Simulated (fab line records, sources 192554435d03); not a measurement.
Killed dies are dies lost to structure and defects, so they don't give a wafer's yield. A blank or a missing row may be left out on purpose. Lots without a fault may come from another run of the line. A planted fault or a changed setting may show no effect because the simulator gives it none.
Which tool did it? | flow n5_finfet | 24 lots, 72 wafers sampled, at 6 steps of a route of 1938

WHAT THE GAUGES READ, wafer by wafer
N5_BEOL_M1_THK_MEAS_53: measures by xrf. Usual: M1_THK 39.6 nm, standard deviation 1.5.
lot  | measured     | on            | M1_THK (nm)    | flag
L074 | day 6 17:19  | film_metro-01 | 38.9 40.0 39.4 |
L075 | day 6 18:57  | film_metro-01 | 38.3 37.6 38.9 |
L076 | day 6 23:40  | film_metro-02 | 38.7 38.2 40.8 |
L077 | day 7 03:59  | film_metro-01 | 39.9 39.1 39.2 |
L078 | day 7 07:14  | film_metro-02 | 40.5 40.0 40.6 |
L079 | day 7 19:24  | film_metro-01 | 37.2 40.0 40.4 |
L080 | day 8 06:42  | film_metro-01 | 36.5 35.9 39.2 |
L081 | day 8 12:16  | film_metro-02 | 40.0 40.5 40.8 |
L082 | day 8 12:32  | film_metro-02 | 36.6 38.9 40.3 |
L083 | day 9 03:38  | film_metro-01 | 38.5 38.4 39.2 |
L084 | day 9 07:23  | film_metro-02 | 39.6 37.2 40.1 |
L085 | day 9 14:19  | film_metro-02 | 39.5 38.3 40.2 |
L086 | day 9 15:32  | film_metro-02 | 36.4 37.2 39.0 |
L088 | day 9 22:14  | film_metro-01 | 41.2 40.5 40.6 |
L087 | day 9 22:16  | film_metro-02 | 38.6 38.5 39.7 |
L090 | day 10 09:44 | film_metro-01 | 41.7 41.3 41.6 |
L089 | day 10 11:19 | film_metro-01 | 39.9 36.6 40.8 |
L091 | day 10 16:59 | film_metro-02 | 39.3 39.7 40.6 |
L092 | day 10 18:53 | film_metro-01 | 39.1 39.8 40.4 |
L093 | day 11 02:32 | film_metro-02 | 40.9 39.6 40.1 |
L094 | day 11 05:28 | film_metro-01 | 41.8 39.9 40.1 |
L095 | day 11 15:07 | film_metro-01 | 39.1 43.2 42.1 |
L096 | day 11 21:52 | film_metro-01 | 38.2 37.8 37.3 |
L097 | day 12 00:13 | film_metro-02 | 39.7 42.1 41.2 |

N5_BEOL_M2_OVL_MEAS_12. Usual: M2_OVL 0.3 nm, standard deviation 0.61.
lot  | measured     | on         | M2_OVL (nm)    | flag
L074 | day 6 19:03  | overlay-02 | 0.2 -0.3 0.4   |
L075 | day 6 20:43  | overlay-02 | 0.7 1.6 0.5    |
L076 | day 7 00:35  | overlay-02 | 0.9 1.1 1.4    |
L077 | day 7 08:39  | overlay-02 | 0.0 0.2 0.9    |
L078 | day 7 09:11  | overlay-02 | 0.6 1.3 -0.1   |
L079 | day 7 22:10  | overlay-02 | 1.6 0.7 1.2    |
L080 | day 8 09:30  | overlay-02 | -0.6 0.1 -0.9  |
L081 | day 8 14:17  | overlay-02 | 0.3 -0.2 -0.3  |
L082 | day 8 14:26  | overlay-02 | 0.3 1.2 0.8    |
L083 | day 9 04:44  | overlay-02 | 1.1 1.5 0.8    |
L084 | day 9 09:19  | overlay-01 | -0.3 0.2 0.6   |
L085 | day 9 17:08  | overlay-02 | -0.5 -0.4 -1.0 |
L086 | day 9 17:20  | overlay-01 | -0.5 -0.2 -0.1 |
L088 | day 9 23:53  | overlay-01 | 0.3 0.1 0.1    |
L087 | day 10 00:04 | overlay-01 | -0.3 -0.7 0.5  |
L090 | day 10 11:20 | overlay-01 | 0.8 0.7 0.6    |
L089 | day 10 13:31 | overlay-01 | 0.1 0.3 0.8    |
L091 | day 10 18:35 | overlay-01 | -0.2 -0.8 -0.4 |
L092 | day 10 21:38 | overlay-01 | 0.1 0.5 0.2    |
L093 | day 11 05:34 | overlay-01 | -0.2 -0.2 0.1  |
L094 | day 11 08:28 | overlay-01 | 0.4 0.5 0.2    |
L095 | day 11 16:02 | overlay-01 | -0.1 0.0 0.1   |
L096 | day 11 23:52 | overlay-02 | 0.5 0.4 1.0    |
L097 | day 12 02:41 | overlay-02 | 0.8 0.3 -0.5   |

WHICH TOOL RAN EACH LOT (tool, then ch and the chambers of the sampled wafers, then the start)
lot  | N5_BEOL_M1_STRIP_36                | N5_BEOL_M1_TRENCH_ETCH_37                     | N5_BEOL_M1_SPUTTER_88        | N5_BEOL_M1_CO_CAP_55
L074 | rie_diel-06 ch 0,1,3, day 6 13:11  | rie_diel-06 ch 0,1,3, day 6 15:32 or earlier  | pvd_sputter-03, day 6 15:32  | cvd_co-02 ch 0,1,2, day 6 17:23
L075 | rie_diel-06 ch 0,1,2, day 6 13:33  | rie_diel-06 ch 0,1,2, day 6 17:17 or earlier  | pvd_sputter-01, day 6 17:17  | cvd_co-02 ch 1,2, day 6 19:02
L076 | rie_diel-06 ch 0,1,2, day 6 19:46  | rie_diel-06 ch 0,1,2, day 6 22:00 or earlier  | pvd_sputter-01, day 6 22:00  | cvd_co-01 ch 1,2, day 6 23:45
L077 | rie_diel-01 ch 0,2,3, day 6 22:51  | rie_diel-01 ch 0,2,3, day 7 02:10 or earlier  | pvd_sputter-03, day 7 02:10  | cvd_co-01 ch 0,2, day 7 04:04
L078 | rie_diel-03 ch 0,3, day 7 03:12    | rie_diel-03 ch 0,3, day 7 05:34 or earlier    | pvd_sputter-03, day 7 05:34  | cvd_co-02 ch 0,2, day 7 07:18
L079 | rie_diel-01 ch 2,3, day 7 15:37    | rie_diel-01 ch 2,3, day 7 17:44 or earlier    | pvd_sputter-03, day 7 17:44  | cvd_co-02 ch 0,1, day 7 19:29
L080 | rie_diel-03 ch 1,2,3, day 8 00:35  | rie_diel-03 ch 1,2,3, day 8 04:40 or earlier  | pvd_sputter-01, day 8 04:40  | cvd_co-02 ch 0,1, day 8 07:19
L081 | rie_diel-03 ch 0,2,3, day 8 08:42  | rie_diel-03 ch 0,2,3, day 8 10:37 or earlier  | pvd_sputter-03, day 8 10:37  | cvd_co-02 ch 0,1,2, day 8 12:21
L082 | rie_diel-01 ch 2,3, day 8 08:55    | rie_diel-01 ch 2,3, day 8 10:52 or earlier    | pvd_sputter-01, day 8 10:52  | cvd_co-01 ch 0,2, day 8 12:37
L083 | rie_diel-03 ch 0,2,3, day 8 23:14  | rie_diel-03 ch 0,2,3, day 9 01:49 or earlier  | pvd_sputter-01, day 9 01:49  | cvd_co-02 ch 1,2, day 9 03:42
L084 | rie_diel-06 ch 0,1, day 9 03:49    | rie_diel-06 ch 0,1, day 9 05:43 or earlier    | pvd_sputter-01, day 9 05:43  | cvd_co-02 ch 0,1,2, day 9 07:28
L085 | rie_diel-06 ch 0,2, day 9 10:08    | rie_diel-06 ch 0,2, day 9 12:40 or earlier    | pvd_sputter-02, day 9 12:40  | cvd_co-01 ch 0,2, day 9 14:24
L086 | rie_diel-01 ch 0,2,3, day 9 11:33  | rie_diel-01 ch 0,2,3, day 9 13:52 or earlier  | pvd_sputter-03, day 9 13:52  | cvd_co-01 ch 0,1,2, day 9 15:37
L088 | rie_diel-03 ch 0,2, day 9 17:54    | rie_diel-03 ch 0,2, day 9 20:34 or earlier    | pvd_sputter-02, day 9 20:34  | cvd_co-01 ch 0,1, day 9 22:19
L087 | rie_diel-06 ch 1,2, day 9 17:56    | rie_diel-06 ch 1,2, day 9 20:35 or earlier    | pvd_sputter-03, day 9 20:35  | cvd_co-02 ch 0,1, day 9 22:20
L090 | rie_diel-01 ch 2,3, day 10 05:53   | rie_diel-01 ch 2,3, day 10 08:00 or earlier   | pvd_sputter-03, day 10 08:00 | cvd_co-02 ch 1,2, day 10 09:49
L089 | rie_diel-03 ch 0,1,3, day 10 05:55 | rie_diel-03 ch 0,1,3, day 10 09:38 or earlier | pvd_sputter-02, day 10 09:38 | cvd_co-01 ch 0,2, day 10 11:25
L091 | rie_diel-01 ch 0,1,3, day 10 13:07 | rie_diel-01 ch 0,1,3, day 10 15:19 or earlier | pvd_sputter-02, day 10 15:19 | cvd_co-02 ch 0,1,2, day 10 17:03
L092 | rie_diel-06 ch 0,2,3, day 10 13:33 | rie_diel-06 ch 0,2,3, day 10 17:09 or earlier | pvd_sputter-02, day 10 17:09 | cvd_co-01 ch 1,2, day 10 18:58
L093 | rie_diel-06 ch 1,2,3, day 10 22:38 | rie_diel-06 ch 1,2,3, day 11 00:52 or earlier | pvd_sputter-02, day 11 00:52 | cvd_co-01 ch 0,1,2, day 11 02:37
L094 | rie_diel-01 ch 0,1,2, day 11 01:46 | rie_diel-01 ch 0,1,2, day 11 03:47 or earlier | pvd_sputter-02, day 11 03:47 | cvd_co-01 ch 1,2, day 11 05:32
L095 | rie_diel-06 ch 0,1, day 11 11:36   | rie_diel-06 ch 0,1, day 11 13:26 or earlier   | pvd_sputter-01, day 11 13:26 | cvd_co-02 ch 0,1,2, day 11 15:11
L096 | rie_diel-01 ch 1,2,3, day 11 18:02 | rie_diel-01 ch 1,2,3, day 11 20:12 or earlier | pvd_sputter-01, day 11 20:12 | cvd_co-02 ch 0,1,2, day 11 21:56
L097 | rie_diel-06 ch 1,2,3, day 11 18:59 | rie_diel-06 ch 1,2,3, day 11 22:33 or earlier | pvd_sputter-02, day 11 22:33 | cvd_co-02 ch 0,1,2, day 12 00:18
- N5_BEOL_M1_STRIP_36: strips in N2/H2.
- N5_BEOL_M1_TRENCH_ETCH_37: etches SiOC in C4F6/O2, target depth 55.207 nm, time 29 s.
- N5_BEOL_M1_SPUTTER_88: material Cu, target thk 4.5 nm, time 8.29 s.
- N5_BEOL_M1_CO_CAP_55: material Co, precursor CCTBA/H2, target thk 2 nm, time 102.1 s.

WHAT THE TOOLS THEMSELVES READ (means of the sampled wafers that have a number; where no wafer has one, the mark that the record gives instead)
N5_BEOL_M1_STRIP_36. Usual: bias_power_w 7.000 W, standard deviation 0.022; chamber_pressure_mTorr 20.001 mTorr, standard deviation 0.03; drypump_motor_current_A 5.6 A, standard deviation 0.31; oes_product_au 0.77 a.u., standard deviation 0.07; rf_vpp_V 59.2 V, standard deviation 1.3; showerhead_plenum_p_Torr 2.54 Torr, standard deviation 0.089; throttle_valve_pct 23.65 %, standard deviation 0.28.
lot  | tool        | bias_power_w (W) | chamber_pressure_mTorr (mTorr) | drypump_motor_current_A (A) | oes_product_au (a.u.) | rf_vpp_V (V) | showerhead_plenum_p_Torr (Torr) | throttle_valve_pct (%) | flag
L074 | rie_diel-06 | 7.007            | 20.005                         | 5.5                         | 0.86                  | 59.2         | 2.53                            | 23.51                  |
L075 | rie_diel-06 | 7.014            | 20.000                         | 5.8                         | 0.88                  | 59.4         | 2.62                            | 23.50                  |
L076 | rie_diel-06 | 6.998            | 20.013                         | 5.8                         | 0.88                  | 59.9         | 2.62                            | 23.50                  |
L077 | rie_diel-01 | 7.025            | 19.970                         | 5.5                         | 0.78                  | 59.5         | 2.52                            | 23.69                  |
L078 | rie_diel-03 | 6.998            | 20.002                         | 5.7                         | 0.71                  | 58.9         | 2.52                            | 23.69                  |
L079 | rie_diel-01 | 6.980            | 19.996                         | 5.7                         | 0.75                  | 59.1         | 2.48                            | 23.66                  |
L080 | rie_diel-03 | 7.000            | 20.006                         | 5.4                         | 0.74                  | 59.7         | 2.46                            | 23.78                  |
L081 | rie_diel-03 | 6.982            | 20.008                         | 5.5                         | 0.72                  | 59.0         | 2.52                            | 23.75                  |
L082 | rie_diel-01 | 7.009            | 20.022                         | 5.7                         | 0.73                  | 58.9         | 2.50                            | 23.76                  |
L083 | rie_diel-03 | 7.011            | 19.990                         | 5.5                         | 0.71                  | 59.6         | 2.52                            | 23.78                  |
L084 | rie_diel-06 | 7.007            | 19.984                         | 5.6                         | 0.88                  | 60.0         | 2.58                            | 23.35                  |
L085 | rie_diel-06 | 7.003            | 20.001                         | 5.8                         | 0.81                  | 61.1         | 2.64                            | 23.59                  |
L086 | rie_diel-01 | 6.993            | 19.999                         | 5.5                         | 0.77                  | 59.5         | 2.51                            | 23.74                  |
L088 | rie_diel-03 | 6.989            | 20.011                         | 5.5                         | 0.72                  | 59.1         | 2.52                            | 23.51                  |
L087 | rie_diel-06 | 7.012            | 20.008                         | 6.0                         | 0.84                  | 58.2         | 2.61                            | 23.63                  |
L090 | rie_diel-01 | 7.012            | 19.961                         | 5.7                         | 0.73                  | 57.9         | 2.49                            | 23.76                  |
L089 | rie_diel-03 | 6.993            | 19.990                         | 5.5                         | 0.72                  | 58.9         | 2.45                            | 23.45                  |
L091 | rie_diel-01 | 7.011            | 20.039                         | 5.5                         | 0.75                  | 60.8         | 2.54                            | 23.70                  |
L092 | rie_diel-06 | 6.995            | 20.034                         | 5.5                         | 0.79                  | 59.7         | 2.55                            | 23.62                  |
L093 | rie_diel-06 | 6.973            | 19.999                         | 5.7                         | 0.79                  | 58.8         | 2.55                            | 23.72                  |
L094 | rie_diel-01 | 7.023            | 19.961                         | 5.5                         | 0.74                  | 60.1         | 2.56                            | 23.77                  |
L095 | rie_diel-06 | 7.019            | 19.999                         | 5.8                         | 0.86                  | 60.0         | 2.58                            | 23.49                  |
L096 | rie_diel-01 | 7.002            | 20.008                         | 5.7                         | 0.71                  | 59.1         | 2.52                            | 23.75                  |
L097 | rie_diel-06 | 6.986            | 19.997                         | 5.7                         | 0.79                  | 59.0         | 2.55                            | 23.71                  |

N5_BEOL_M1_TRENCH_ETCH_37. Usual: chamber_pressure_mTorr 29.998 mTorr, standard deviation 0.026; drypump_motor_current_A 5.5 A, standard deviation 0.31; oes_product_au 0.77 a.u., standard deviation 0.068; rf_vpp_V 668 V, standard deviation 6.5; showerhead_plenum_p_Torr 2.84 Torr, standard deviation 0.088; throttle_valve_pct 20.79 %, standard deviation 0.25.
lot  | tool        | chamber_pressure_mTorr (mTorr) | drypump_motor_current_A (A) | oes_product_au (a.u.) | rf_vpp_V (V) | showerhead_plenum_p_Torr (Torr) | throttle_valve_pct (%) | flag
L074 | rie_diel-06 | 30.039                         | 5.5                         | 0.86                  | 669          | 2.84                            | 20.62                  |
L075 | rie_diel-06 | 29.986                         | 5.8                         | 0.88                  | 672          | 2.93                            | 20.52                  |
L076 | rie_diel-06 | 29.980                         | 5.8                         | 0.88                  | 671          | 2.92                            | 20.52                  |
L077 | rie_diel-01 | 29.998                         | 5.5                         | 0.78                  | 669          | 2.83                            | 20.88                  |
L078 | rie_diel-03 | 29.999                         | 5.6                         | 0.71                  | 662          | 2.82                            | 20.94                  |
L079 | rie_diel-01 | 30.009                         | 5.7                         | 0.75                  | 667          | 2.79                            | 20.74                  |
L080 | rie_diel-03 | 29.995                         | 5.4                         | 0.75                  | 667          | 2.77                            | 21.03                  |
L081 | rie_diel-03 | 29.994                         | 5.5                         | 0.72                  | 663          | 2.83                            | 21.06                  |
L082 | rie_diel-01 | 29.965                         | 5.7                         | 0.73                  | 669          | 2.80                            | 20.89                  |
L083 | rie_diel-03 | 29.978                         | 5.5                         | 0.72                  | 663          | 2.83                            | 21.06                  |
L084 | rie_diel-06 | 30.012                         | 5.7                         | 0.88                  | 672          | 2.89                            | 20.54                  |
L085 | rie_diel-06 | 30.014                         | 5.8                         | 0.81                  | 673          | 2.94                            | 20.52                  |
L086 | rie_diel-01 | 29.971                         | 5.5                         | 0.77                  | 669          | 2.82                            | 20.89                  |
L088 | rie_diel-03 | 29.998                         | 5.5                         | 0.72                  | 657          | 2.83                            | 20.95                  |
L087 | rie_diel-06 | 29.995                         | 6.0                         | 0.85                  | 668          | 2.92                            | 20.56                  |
L090 | rie_diel-01 | 29.999                         | 5.7                         | 0.73                  | 670          | 2.80                            | 20.90                  |
L089 | rie_diel-03 | 29.976                         | 5.5                         | 0.73                  | 659          | 2.75                            | 20.83                  |
L091 | rie_diel-01 | 30.007                         | 5.5                         | 0.76                  | 666          | 2.85                            | 20.85                  |
L092 | rie_diel-06 | 29.975                         | 5.5                         | 0.78                  | 671          | 2.84                            | 20.63                  |
L093 | rie_diel-06 | 29.980                         | 5.7                         | 0.78                  | 668          | 2.85                            | 20.66                  |
L094 | rie_diel-01 | 29.997                         | 5.5                         | 0.74                  | 671          | 2.87                            | 21.00                  |
L095 | rie_diel-06 | 30.011                         | 5.8                         | 0.86                  | 669          | 2.89                            | 20.59                  |
L096 | rie_diel-01 | 29.993                         | 5.7                         | 0.71                  | 666          | 2.82                            | 20.86                  |
L097 | rie_diel-06 | 30.006                         | 5.7                         | 0.78                  | 668          | 2.85                            | 20.67                  |

N5_BEOL_M1_SPUTTER_88. Usual: substrate_temp_c -19.99 C, standard deviation 0.12; throttle_valve_pct 30.1 %, standard deviation 1.1.
lot  | tool           | substrate_temp_c (C) | throttle_valve_pct (%) | flag
L074 | pvd_sputter-03 | -19.95               | 30.6                   |
L075 | pvd_sputter-01 | -19.96               | 29.6                   |
L076 | pvd_sputter-01 | -20.05               | 29.6                   |
L077 | pvd_sputter-03 | -19.94               | 30.6                   |
L078 | pvd_sputter-03 | -20.01               | 30.5                   |
L079 | pvd_sputter-03 | -20.04               | 30.6                   |
L080 | pvd_sputter-01 | -19.83               | 28.4                   |
L081 | pvd_sputter-03 | -19.90               | 30.5                   |
L082 | pvd_sputter-01 | -20.07               | 29.7                   |
L083 | pvd_sputter-01 | -20.07               | 29.6                   |
L084 | pvd_sputter-01 | -20.04               | 29.3                   |
L085 | pvd_sputter-02 | -20.02               | 29.3                   |
L086 | pvd_sputter-03 | -19.99               | 30.4                   |
L088 | pvd_sputter-02 | -20.01               | 30.7                   |
L087 | pvd_sputter-03 | -20.00               | 30.4                   |
L090 | pvd_sputter-03 | -19.93               | 30.6                   |
L089 | pvd_sputter-02 | -20.03               | 29.9                   |
L091 | pvd_sputter-02 | -19.93               | 31.5                   |
L092 | pvd_sputter-02 | -19.98               | 30.8                   |
L093 | pvd_sputter-02 | -20.07               | 30.8                   |
L094 | pvd_sputter-02 | -19.99               | 30.0                   |
L095 | pvd_sputter-01 | -20.16               | 29.0                   |
L096 | pvd_sputter-01 | -20.03               | 29.5                   |
L097 | pvd_sputter-02 | -19.95               | 30.0                   |

N5_BEOL_M1_CO_CAP_55. Usual: heater_power_w 237 W, standard deviation 28.
lot  | tool      | heater_power_w (W) | flag
L074 | cvd_co-02 | 232                |
L075 | cvd_co-02 | 229                |
L076 | cvd_co-01 | 272                |
L077 | cvd_co-01 | 262                |
L078 | cvd_co-02 | 212                |
L079 | cvd_co-02 | 242                |
L080 | cvd_co-02 | 247                |
L081 | cvd_co-02 | 229                |
L082 | cvd_co-01 | 232                |
L083 | cvd_co-02 | 234                |
L084 | cvd_co-02 | 231                |
L085 | cvd_co-01 | 236                |
L086 | cvd_co-01 | 248                |
L088 | cvd_co-01 | 221                |
L087 | cvd_co-02 | 245                |
L090 | cvd_co-02 | 233                |
L089 | cvd_co-01 | 233                |
L091 | cvd_co-02 | 231                |
L092 | cvd_co-01 | 263                |
L093 | cvd_co-01 | 245                |
L094 | cvd_co-01 | 259                |
L095 | cvd_co-02 | 229                |
L096 | cvd_co-02 | 233                |
L097 | cvd_co-02 | 232                |

THE ANSWER, worked out from the rows above alone
Rule: a lot is off if the mean of its wafers that have a number lies more than 3 standard deviations from the usual mean. A lot without any number at a reading at which 4 lots or more have one is off too. The other lots that the step has rows for count as sound. The gauges are gone through in route order, then the tools' own readings, and for those a lot's mean is taken as printed above. The first step at which some lot is off is used, and at that step the reading that is off furthest; a lot without a number counts as furthest.
No lot is off at any reading shown: from this, nothing can be told.

WHAT THE SIMULATOR HAD PUT IN
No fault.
